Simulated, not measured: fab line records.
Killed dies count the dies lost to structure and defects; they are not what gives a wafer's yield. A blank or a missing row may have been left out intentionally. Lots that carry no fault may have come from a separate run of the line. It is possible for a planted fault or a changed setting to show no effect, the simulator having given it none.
Which tool was responsible? + flow nand harc + 11 lots with 33 wafers sampled at 5 steps, on a route of 1159 steps

## WHAT THE GAUGES SHOWED, per wafer
NHARC_END_SORT_01.
| lot  | measured     | on        | killed at array |
|------|--------------|-----------|-----------------|
| L219 | day 21 06:38 | prober-02 | 15 15 16        |
| L228 | day 23 12:42 | prober-02 | 18 11 21        |
| L231 | day 24 10:36 | prober-01 | 24 20 19        |

## WHICH TOOL RAN EACH LOT (tool, then ch and the chambers of the sampled wafers, then the start)
| lot  | NHARC_P_STI_DESCUM_14             | NHARC_P_GATE_ALD_36              | NHARC_P_GATE_ETCHBACK_37                      | NHARC_P_GATE_DESCUM_61             |
|------|-----------------------------------|----------------------------------|-----------------------------------------------|------------------------------------|
| L212 | rie diel-04 ch 1,3, day 2 15:37   | ald sin-03 ch 0,1,3, day 4 18:53 | rie diel-11 ch 0,3, day 5 07:31 or earlier    | rie diel-11 ch 0,1,3, day 5 07:31  |
| L215 | rie diel-04 ch 0,1, day 3 12:35   | ald sin-01 ch 0,2,3, day 5 16:10 | rie diel-06 ch 1,2,3, day 6 03:57 or earlier  | rie diel-09 ch 0,3, day 6 03:57    |
| L216 | rie diel-13 ch 1,2, day 3 17:13   | ald sin-01 ch 1,2,3, day 6 02:20 | rie diel-11 ch 1,3, day 6 13:38 or earlier    | rie diel-06 ch 0,1,3, day 6 13:38  |
| L217 | rie diel-08 ch 1,2,3, day 3 23:52 | ald sin-03 ch 0,1,3, day 6 00:53 | rie diel-09 ch 0,1, day 6 13:15 or earlier    | rie diel-06 ch 0,2, day 6 13:15    |
| L219 | rie diel-13 ch 1,2, day 4 12:14   | ald sin-03 ch 2,3, day 6 19:10   | rie diel-06 ch 0,2,3, day 7 08:02 or earlier  | rie diel-06 ch 0,1,2, day 7 08:02  |
| L224 | rie diel-04 ch 2,3, day 5 13:16   | ald sin-01 ch 1,2, day 7 22:44   | rie diel-11 ch 0,1,2, day 8 11:14 or earlier  | rie diel-09 ch 0,1,2, day 8 11:14  |
| L226 | rie diel-04 ch 1,3, day 6 08:55   | ald sin-01 ch 1,2,3, day 8 19:43 | rie diel-06 ch 1,2,3, day 9 06:52 or earlier  | rie diel-11 ch 2,3, day 9 06:52    |
| L228 | rie diel-04 ch 0,2,3, day 6 18:47 | ald sin-02 ch 0,2,3, day 9 01:48 | rie diel-06 ch 1,2, day 9 14:17 or earlier    | rie diel-06 ch 0,3, day 9 14:17    |
| L229 | rie diel-08 ch 1,2,3, day 7 02:16 | ald sin-03 ch 1,3, day 9 08:04   | rie diel-11 ch 0,3, day 9 19:38 or earlier    | rie diel-11 ch 0,2,3, day 9 19:38  |
| L231 | rie diel-08 ch 0,2,3, day 7 13:46 | ald sin-02 ch 1,2,3, day 9 21:55 | rie diel-06 ch 1,2,3, day 10 10:20 or earlier | rie diel-09 ch 0,1,3, day 10 10:20 |
| L233 | rie diel-13 ch 0,3, day 7 23:04   | ald sin-03 ch 1,2, day 10 05:05  | rie diel-06 ch 0,3, day 10 17:22 or earlier   | rie diel-11 ch 0,2,3, day 10 17:22 |
- NHARC_P_STI_DESCUM_14: chemistry O2, time 3 s.
- NHARC_P_GATE_ALD_36: deposits SiNx, target thk 20 nm, pulse time 60 s, ald cycles 223.
- NHARC_P_GATE_ETCHBACK_37: etches the open film in CHF3/O2, target depth 34.5 nm, time 17.2 s.
- NHARC_P_GATE_DESCUM_61: chemistry O2, time 3 s.

## THE ANSWER, worked out from the rows above alone
Rule: what is usual is taken from the lots themselves. Put in order of their means at a reading, lots are off if they are a third of the lots or fewer, leave a main group of 4 or more, and stand apart from it by a gap of 3 or more times the standard deviation of the main group's means; of several such gaps the widest counts. Not used: any main group whose means are identical at the precision the tables above print for the reading. A lot without any number at a reading at which 4 lots or more have one is off too. Where the step has rows for the other lots, those lots are counted as sound.
Across all readings shown, no lot is off: no conclusion can be drawn from this.

## WHAT THE SIMULATOR PUT IN
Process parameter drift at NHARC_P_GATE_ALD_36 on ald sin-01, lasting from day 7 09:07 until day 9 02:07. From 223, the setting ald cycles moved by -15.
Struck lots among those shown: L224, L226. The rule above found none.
